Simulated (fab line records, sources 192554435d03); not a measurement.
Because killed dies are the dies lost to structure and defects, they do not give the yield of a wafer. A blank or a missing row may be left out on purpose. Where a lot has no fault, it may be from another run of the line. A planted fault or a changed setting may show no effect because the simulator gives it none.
Problem report in the 8D (eight disciplines) form, filled by code || flow n5_finfet || the parts of the form that need people (team, actions taken, sign-off) are left out

== 1. WHAT IS WRONG ==
killed_at_M4_up at N5_PASSIVATION_PROBE_49 reads a mean of 126 on 3 wafers of 2 lots; wafers without a fault read 14 with a standard deviation of 5.5. Measured from the usual mean, that is +20 standard deviations.
Seen first at day 16 22:49 on prober-01, wafer L316.2. The record holds 30 wafers of 10 lots with a number at this step. The rule behind "out" and "out of limits": a value lying over 4 standard deviations away from the usual mean. All remaining wafers that have a number are taken as sound.

== 2. WHAT IT IS AND WHAT IT IS NOT ==
{"question": "which readings at this step", "is": "killed_at_M4_up, defect_limited_yield, killed_dies, sort_bin_5_function, sort_n_pass, sort_yield_pct", "is not": "killed_at_M0_to_M3, killed_at_contacts, killed_at_other, killed_open, killed_short, sort_bin_6_memory"}
{"question": "which lots", "is": "L314, L316", "is not": "L304, L305, L308, L309, L319, L320, L323, L325"}
{"question": "which wafers of those lots", "is": "L314.1, L316.2, L316.6", "is not": "L314.2, L314.4, L316.4"}
{"question": "read on which tools", "is": "prober-01, prober-02", "is not": "-"}
{"question": "when", "is": "from day 16 22:49", "is not": "up to then (12 sound wafers); but 15 sound wafers of L314, L316, L319, L320, L323, L325 came after"}

== 3. WHAT RULES OUT EACH SUSPECT ==
Counting: any tool at a process step up to the reading remains a suspect provided it ran every lot that is out. Sound lots after the first of them don't rule it out here, since some wafers of a struck lot are sound.
- ald_sin-02 at N5_BEOL_M4_ALD_98 (deposits SiO2, target thk 2.5 nm, pulse time 1 s, co reactant pulse time 1 s): kept. Ran every lot that is out, first one L316 (day 11 01:34); last sound lot up to then L308 (day 10 02:56).
- In ald_sin-02 at N5_BEOL_M4_ALD_98, the wafers that are out were processed in chamber 2 and their sound lot-mates in chambers 0, 1, 3.
Remaining after the count: ald_sin-02 at N5_BEOL_M4_ALD_98.

== 4. THE CAUSE (what the simulator had put in) ==
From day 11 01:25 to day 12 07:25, ald_sin-02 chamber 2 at N5_BEOL_M4_ALD_98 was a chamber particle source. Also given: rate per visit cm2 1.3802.
Counting left only this tool.

== 5. THE EFFECT CHAIN, in route order ==
Rows list readings where the struck wafers' mean (over those with a number) sits beyond 3 standard deviations from the usual. Only readings for which the record gives a usual standard deviation are gone through. hours: the time from each lot's start at the first step in this table that gives one to its start at this step, as a median over the lots. sigmas: the change in usual standard deviations.
{"hours": 0, "step": "N5_PASSIVATION_PROBE_49", "reading": "defect_limited_yield", "usual": "91.1 %", "on struck wafers": 81.8, "change": -9.3, "sigmas": -6.7}
{"hours": 0, "step": "N5_PASSIVATION_PROBE_49", "reading": "killed_at_M4_up", "usual": 14, "on struck wafers": 126, "change": "+112", "sigmas": "+20"}
{"hours": 0, "step": "N5_PASSIVATION_PROBE_49", "reading": "killed_dies", "usual": 105, "on struck wafers": 215, "change": "+110", "sigmas": "+6.5"}
{"hours": 0, "step": "N5_PASSIVATION_PROBE_49", "reading": "killed_on_rim", "usual": 13, "on struck wafers": 28, "change": "+15", "sigmas": "+4.1"}
{"hours": 0, "step": "N5_PASSIVATION_PROBE_49", "reading": "sort_bin_5_function", "usual": "5.3 %", "on struck wafers": 11.6, "change": "+6.3", "sigmas": "+6.4"}
{"hours": 0, "step": "N5_PASSIVATION_PROBE_49", "reading": "sort_bin_8_speed", "usual": "0.00 %", "on struck wafers": 0.03, "change": "+0.03", "sigmas": "+3.8"}
{"hours": 0, "step": "N5_PASSIVATION_PROBE_49", "reading": "sort_n_pass", "usual": 1075, "on struck wafers": 965, "change": -110, "sigmas": -6.5}
{"hours": 0, "step": "N5_PASSIVATION_PROBE_49", "reading": "sort_yield_pct", "usual": "91.1 %", "on struck wafers": 81.8, "change": -9.3, "sigmas": -6.7}
Its process steps:
- N5_PASSIVATION_PROBE_49

== 6. HOW IT WOULD HAVE BEEN CAUGHT EARLIER ==
The fault began at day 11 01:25; the first out-of-limits reading in this record came at day 16 22:49, 141 hours later.
Tool readings at N5_BEOL_M4_ALD_98 with a usual standard deviation given in the record: none out on any struck wafer, hence no alarm at a limit of 4 standard deviations on them.
By day 16 22:49 the whole set of lots that are out, 2 in number, had already begun N5_BEOL_M4_ALD_98 on ald_sin-02. Holding the tool at that point would not have protected any of them.
